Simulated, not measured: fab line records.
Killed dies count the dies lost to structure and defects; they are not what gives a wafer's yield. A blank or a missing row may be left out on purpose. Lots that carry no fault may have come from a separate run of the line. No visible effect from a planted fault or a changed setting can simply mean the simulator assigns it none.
Which tool did it? || flow n5 finfet || 33 wafers from 11 lots sampled at 4 of the route's 1938 steps

WHAT THE GAUGES READ, wafer by wafer
N5_BEOL_M4_RC_MEAS_101.
{"lot": "L617", "measured": "day 7 14:49", "on": "prober-01", "DIBL_N (mV/V)": "39.5 37.5 34.2", "DIBL_P (mV/V)": "39.9 36.7 33.5", "IOFF_N (nA/um)": "0.20 0.17 0.11", "IOFF_P (nA/um)": "0.24 0.20 0.15", "ION_N (uA/um)": "672 681 642", "ION_P (uA/um)": "458 461 443", "SS_N (mV/dec)": "72.9 71.9 71.0", "SS_P (mV/dec)": "74.6 74.5 72.4", "VT_N (mV)": "248 253 256", "VT_P (mV)": "-248 -251 -256"}
{"lot": "L618", "measured": "day 7 23:13", "on": "prober-01", "DIBL_N (mV/V)": "36.3 38.7 36.4", "DIBL_P (mV/V)": "36.1 40.1 38.5", "IOFF_N (nA/um)": "0.14 0.21 0.17", "IOFF_P (nA/um)": "0.19 0.25 0.22", "ION_N (uA/um)": "653 688 674", "ION_P (uA/um)": "446 461 465", "SS_N (mV/dec)": "70.9 72.5 71.4", "SS_P (mV/dec)": "73.0 74.0 73.9", "VT_N (mV)": "250 243 248", "VT_P (mV)": "-252 -247 -251"}
{"lot": "L621", "measured": "day 8 10:10", "on": "prober-02", "DIBL_N (mV/V)": "35.5 34.1 36.4", "DIBL_P (mV/V)": "34.9 33.8 35.9", "IOFF_N (nA/um)": "0.14 0.12 0.17", "IOFF_P (nA/um)": "0.19 0.18 0.21", "ION_N (uA/um)": "667 673 689", "ION_P (uA/um)": "464 467 467", "SS_N (mV/dec)": "70.9 70.8 71.2", "SS_P (mV/dec)": "73.4 72.8 72.6", "VT_N (mV)": "251 250 247", "VT_P (mV)": "-251 -254 -250"}
{"lot": "L626", "measured": "day 10 17:28", "on": "prober-01", "DIBL_N (mV/V)": "38.1 37.1 38.6", "DIBL_P (mV/V)": "38.7 37.4 39.1", "IOFF_N (nA/um)": "0.19 0.17 0.19", "IOFF_P (nA/um)": "0.24 0.22 0.25", "ION_N (uA/um)": "695 678 681", "ION_P (uA/um)": "468 464 466", "SS_N (mV/dec)": "72.1 72.0 72.6", "SS_P (mV/dec)": "73.9 73.7 74.6", "VT_N (mV)": "248 250 245", "VT_P (mV)": "-246 -250 -246"}
{"lot": "L635", "measured": "day 12 17:07", "on": "prober-02", "DIBL_N (mV/V)": "32.5 32.4 32.2", "DIBL_P (mV/V)": "32.9 31.6 30.7", "IOFF_N (nA/um)": "0.10 0.10 0.09", "IOFF_P (nA/um)": "0.15 0.14 0.13", "ION_N (uA/um)": "654 648 648", "ION_P (uA/um)": "455 446 446", "SS_N (mV/dec)": "71.2 70.5 70.4", "SS_P (mV/dec)": "72.3 72.4 72.3", "VT_N (mV)": "256 256 258", "VT_P (mV)": "-254 -255 -258"}
{"lot": "L637", "measured": "day 12 20:08", "on": "prober-02", "DIBL_N (mV/V)": "36.3 35.5 34.4", "DIBL_P (mV/V)": "37.8 35.8 34.4", "IOFF_N (nA/um)": "0.16 0.14 0.12", "IOFF_P (nA/um)": "0.21 0.19 0.16", "ION_N (uA/um)": "675 671 667", "ION_P (uA/um)": "458 461 454", "SS_N (mV/dec)": "70.9 70.7 71.0", "SS_P (mV/dec)": "73.4 73.3 73.1", "VT_N (mV)": "251 252 253", "VT_P (mV)": "-251 -251 -254"}
{"lot": "L638", "measured": "day 13 14:12", "on": "prober-01", "DIBL_N (mV/V)": "37.8 36.2 37.1", "DIBL_P (mV/V)": "37.2 34.0 34.9", "IOFF_N (nA/um)": "0.16 0.12 0.15", "IOFF_P (nA/um)": "0.25 0.19 0.21", "ION_N (uA/um)": "669 673 675", "ION_P (uA/um)": "459 462 470", "SS_N (mV/dec)": "71.8 71.5 70.9", "SS_P (mV/dec)": "73.6 72.6 72.3", "VT_N (mV)": "247 255 249", "VT_P (mV)": "-247 -251 -249"}
{"lot": "L640", "measured": "day 13 17:47", "on": "prober-01", "DIBL_N (mV/V)": "34.9 35.1 34.1", "DIBL_P (mV/V)": "36.8 35.5 35.1", "IOFF_N (nA/um)": "0.15 0.14 0.13", "IOFF_P (nA/um)": "0.17 0.16 0.16", "ION_N (uA/um)": "665 672 666", "ION_P (uA/um)": "450 451 454", "SS_N (mV/dec)": "70.6 71.4 71.0", "SS_P (mV/dec)": "73.9 73.2 73.1", "VT_N (mV)": "252 252 255", "VT_P (mV)": "-257 -259 -258"}

N5_BEOL_M15_THK_MEAS_50: measures by xrf.
{"lot": "L617", "measured": "day 11 20:58", "on": "film metro-02", "M15_THK (nm)": "893 864 858"}
{"lot": "L618", "measured": "day 11 23:53", "on": "film metro-01", "M15_THK (nm)": "878 858 874"}
{"lot": "L621", "measured": "day 12 07:14", "on": "film metro-02", "M15_THK (nm)": "831 884 825"}
{"lot": "L626", "measured": "day 14 03:46", "on": "film metro-02", "M15_THK (nm)": "880 840 848"}
{"lot": "L635", "measured": "day 16 14:40", "on": "film metro-02", "M15_THK (nm)": "839 889 852"}
{"lot": "L637", "measured": "day 16 11:50", "on": "film metro-02", "M15_THK (nm)": "857 862 887"}
{"lot": "L638", "measured": "day 17 06:01", "on": "film metro-01", "M15_THK (nm)": "855 883 835"}
{"lot": "L640", "measured": "day 17 16:53", "on": "film metro-02", "M15_THK (nm)": "840 872 851"}

EACH LOT AND THE TOOL THAT RAN IT (in order: tool; ch and the chambers of the sampled wafers; start)
{"lot": "L617", "N5_MOL_CONTACT_COAG_WET_ETCH_26": "wet bench-05 ch 0,5,7, day 5 00:22", "N5_BEOL_M15_SPUTTER_43": "pvd sputter-03, day 11 18:54"}
{"lot": "L618", "N5_MOL_CONTACT_COAG_WET_ETCH_26": "wet bench-06 ch 0,1,5, day 5 08:10", "N5_BEOL_M15_SPUTTER_43": "pvd sputter-03, day 11 22:37"}
{"lot": "L621", "N5_MOL_CONTACT_COAG_WET_ETCH_26": "wet bench-03 ch 1,4,6, day 5 20:48", "N5_BEOL_M15_SPUTTER_43": "pvd sputter-03, day 12 06:07"}
{"lot": "L623", "N5_MOL_CONTACT_COAG_WET_ETCH_26": "wet bench-03 ch 0,4,6, day 6 10:23", "N5_BEOL_M15_SPUTTER_43": "-"}
{"lot": "L624", "N5_MOL_CONTACT_COAG_WET_ETCH_26": "wet bench-06 ch 1,2,3, day 6 21:31", "N5_BEOL_M15_SPUTTER_43": "-"}
{"lot": "L625", "N5_MOL_CONTACT_COAG_WET_ETCH_26": "wet bench-03 ch 1,2,3, day 7 03:04", "N5_BEOL_M15_SPUTTER_43": "-"}
{"lot": "L626", "N5_MOL_CONTACT_COAG_WET_ETCH_26": "wet bench-03 ch 3,4,5, day 7 11:15", "N5_BEOL_M15_SPUTTER_43": "pvd sputter-03, day 14 02:11"}
{"lot": "L635", "N5_MOL_CONTACT_COAG_WET_ETCH_26": "wet bench-06 ch 2,5,6, day 9 13:26", "N5_BEOL_M15_SPUTTER_43": "pvd sputter-02, day 16 13:26"}
{"lot": "L637", "N5_MOL_CONTACT_COAG_WET_ETCH_26": "wet bench-05 ch 0,5,7, day 9 22:26", "N5_BEOL_M15_SPUTTER_43": "pvd sputter-02, day 16 10:43"}
{"lot": "L638", "N5_MOL_CONTACT_COAG_WET_ETCH_26": "wet bench-03 ch 2,6,7, day 10 03:06", "N5_BEOL_M15_SPUTTER_43": "pvd sputter-03, day 17 04:43"}
{"lot": "L640", "N5_MOL_CONTACT_COAG_WET_ETCH_26": "wet bench-03 ch 0,1,2, day 10 16:27", "N5_BEOL_M15_SPUTTER_43": "pvd sputter-03, day 17 15:29"}
- N5_MOL_CONTACT_COAG_WET_ETCH_26: target Co, target depth 13 nm.
- N5_BEOL_M15_SPUTTER_43: material TaN, target thk 15 nm, time 24.19 s.

WHAT THE TOOLS THEMSELVES READ (means of the sampled wafers that have a number; where no wafer has one, the mark that the record gives instead)
N5_BEOL_M15_SPUTTER_43.
{"lot": "L617", "tool": "pvd sputter-03", "throttle valve pct (%)": 30.2}
{"lot": "L618", "tool": "pvd sputter-03", "throttle valve pct (%)": 30.1}
{"lot": "L621", "tool": "pvd sputter-03", "throttle valve pct (%)": 31.3}
{"lot": "L626", "tool": "pvd sputter-03", "throttle valve pct (%)": 30.4}
{"lot": "L635", "tool": "pvd sputter-02", "throttle valve pct (%)": 30.9}
{"lot": "L637", "tool": "pvd sputter-02", "throttle valve pct (%)": 29.4}
{"lot": "L638", "tool": "pvd sputter-03", "throttle valve pct (%)": 29.6}
{"lot": "L640", "tool": "pvd sputter-03", "throttle valve pct (%)": 28.7}

THE ANSWER, worked out from the rows above alone
Rule: usual is defined by the lots themselves. The widest of any qualifying gaps counts: lots, ordered by their means at a reading, are off when they make up no more than a third of the lots, leave a main group of 4 or more, and stand apart from it by 3 or more times the standard deviation of that group's means. A main group is skipped when, at the precision printed for the reading in the tables above, its means are all equal. A lot without any number at a reading at which 4 lots or more have one is off too. The other lots that the step has rows for count as sound. Order of review: gauges by route order, followed by the tools' own readings, for which a lot's mean as printed above is used. At the first step where some lot is off, the reading lying furthest off is the one used; lots without a number count as furthest.
No lot is off at any reading shown: from this, nothing can be told.

WHAT WAS PUT IN BY THE SIMULATOR
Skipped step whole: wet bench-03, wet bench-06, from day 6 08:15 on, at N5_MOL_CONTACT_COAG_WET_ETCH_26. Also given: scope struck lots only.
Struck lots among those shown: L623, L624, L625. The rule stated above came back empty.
